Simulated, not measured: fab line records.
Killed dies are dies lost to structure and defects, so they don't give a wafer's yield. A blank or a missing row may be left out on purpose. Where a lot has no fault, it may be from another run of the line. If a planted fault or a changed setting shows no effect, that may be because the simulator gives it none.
Chamber matching	flow n5-finfet	4 sister chambers for N5_BEOL_M10_ETCH_65 on rie-diel-03
The step etches SiARC in CF4, target depth 39 nm, time 65 s. 4 wafers are shown with their chamber, then 12 later ones without.

WAFERS, EACH WITH ITS CHAMBER
wafer	chamber	drypump-motor-current-A (A)
L081.5	2	5.96
L091.1	0	5.52
L091.2	3	5.65
L091.3	1	5.77

WAFERS WITH NO CHAMBER GIVEN
wafer	drypump-motor-current-A (A)
L091.4	5.66
L091.5	5.79
L091.6	5.53
L094.2	5.65
L094.3	5.99
L094.4	5.54
L093.2	5.65
L093.3	5.97
L093.6	5.53
L097.4	5.52
L097.5	5.76
L097.6	5.51

THE CHAMBER EACH PASSED THROUGH
wafer	from the rows above	in truth
L091.4	3	3
L091.5	1	1
L091.6	0	0
L094.2	3	3
L094.3	2	2
L094.4	0	0
L093.2	3	3
L093.3	2	2
L093.6	0	0
L097.4	0	0
L097.5	1	1
L097.6	0	0
Placed correctly: 12 of 12. Can't be placed from these rows: 0. 0 placed wrongly.
How it was worked out, from the rows above alone: a wafer's distance from a chamber is the root of the sum, over the readings, of the square of ((its reading less the chamber's mean) divided by the reading's scatter). The wafer belongs to the nearest chamber; if the next one is less than 2 further off, it can't be placed. The mean given for a chamber averages the wafers shown for that chamber. The scatter: with one shown wafer a chamber, the root of the mean of the squares of how far each hidden wafer lies from its nearest shown one.
